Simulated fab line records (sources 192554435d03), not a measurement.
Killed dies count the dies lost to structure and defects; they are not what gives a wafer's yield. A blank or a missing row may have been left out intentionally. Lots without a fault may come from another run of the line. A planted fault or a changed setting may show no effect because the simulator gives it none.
Matching of chambers / flow n5Finfet / 4 sister chambers for N5_BEOL_M4_ETCH_70 on rieDiel-04
The step etches SOC in N2/H2, target depth 80 nm, overetch 24 nm, time 130 s. 8 wafers are shown with their chamber, then 7 later ones without.

## WAFERS, EACH WITH ITS CHAMBER
wafer=L450.4; chamber=1; showerheadPlenumPTorr (Torr)=2.62; throttleValvePct (%)=18.0
wafer=L450.6; chamber=1; showerheadPlenumPTorr (Torr)=2.62; throttleValvePct (%)=18.0
wafer=L454.3; chamber=3; showerheadPlenumPTorr (Torr)=2.53; throttleValvePct (%)=18.1
wafer=L457.4; chamber=3; showerheadPlenumPTorr (Torr)=2.53; throttleValvePct (%)=18.1
wafer=L459.3; chamber=0; showerheadPlenumPTorr (Torr)=2.61; throttleValvePct (%)=18.0
wafer=L459.5; chamber=2; showerheadPlenumPTorr (Torr)=2.54; throttleValvePct (%)=18.4
wafer=L473.2; chamber=2; showerheadPlenumPTorr (Torr)=2.53; throttleValvePct (%)=18.4
wafer=L473.3; chamber=0; showerheadPlenumPTorr (Torr)=2.61; throttleValvePct (%)=17.6

## WAFERS WITHOUT THEIR CHAMBER
wafer=L473.6; showerheadPlenumPTorr (Torr)=2.60; throttleValvePct (%)=17.7
wafer=L470.1; showerheadPlenumPTorr (Torr)=2.53; throttleValvePct (%)=18.4
wafer=L470.4; showerheadPlenumPTorr (Torr)=2.60; throttleValvePct (%)=17.7
wafer=L470.6; showerheadPlenumPTorr (Torr)=2.51; throttleValvePct (%)=18.2
wafer=L472.3; showerheadPlenumPTorr (Torr)=2.53; throttleValvePct (%)=18.4
wafer=L472.4; showerheadPlenumPTorr (Torr)=2.51; throttleValvePct (%)=18.2
wafer=L472.6; showerheadPlenumPTorr (Torr)=2.61; throttleValvePct (%)=17.6

## THE CHAMBER EACH PASSED THROUGH
wafer=L473.6; from the rows above=0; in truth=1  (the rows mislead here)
wafer=L470.1; from the rows above=can't be placed: 2 or 3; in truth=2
wafer=L470.4; from the rows above=0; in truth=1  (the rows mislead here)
wafer=L470.6; from the rows above=can't be placed: 3 or 2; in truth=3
wafer=L472.3; from the rows above=can't be placed: 2 or 3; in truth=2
wafer=L472.4; from the rows above=can't be placed: 3 or 2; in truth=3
wafer=L472.6; from the rows above=0; in truth=0
Placed correctly: 1 of 7. Not placeable from these rows: 4 (in 4, the candidates include the true chamber). Number placed wrongly: 2.
How it was worked out, from the rows above alone: a wafer's distance from a chamber is the root of the sum, over the readings, of the square of ((its reading less the chamber's mean) divided by the reading's scatter). The wafer belongs to the nearest chamber; if the next one is less than 2 further off, it can't be placed. Each chamber's mean is taken over the wafers shown for it. The scatter: take each reading less its chamber's mean, square it, sum over the shown wafers, divide by the number of wafers less the number of chambers, and take the root.
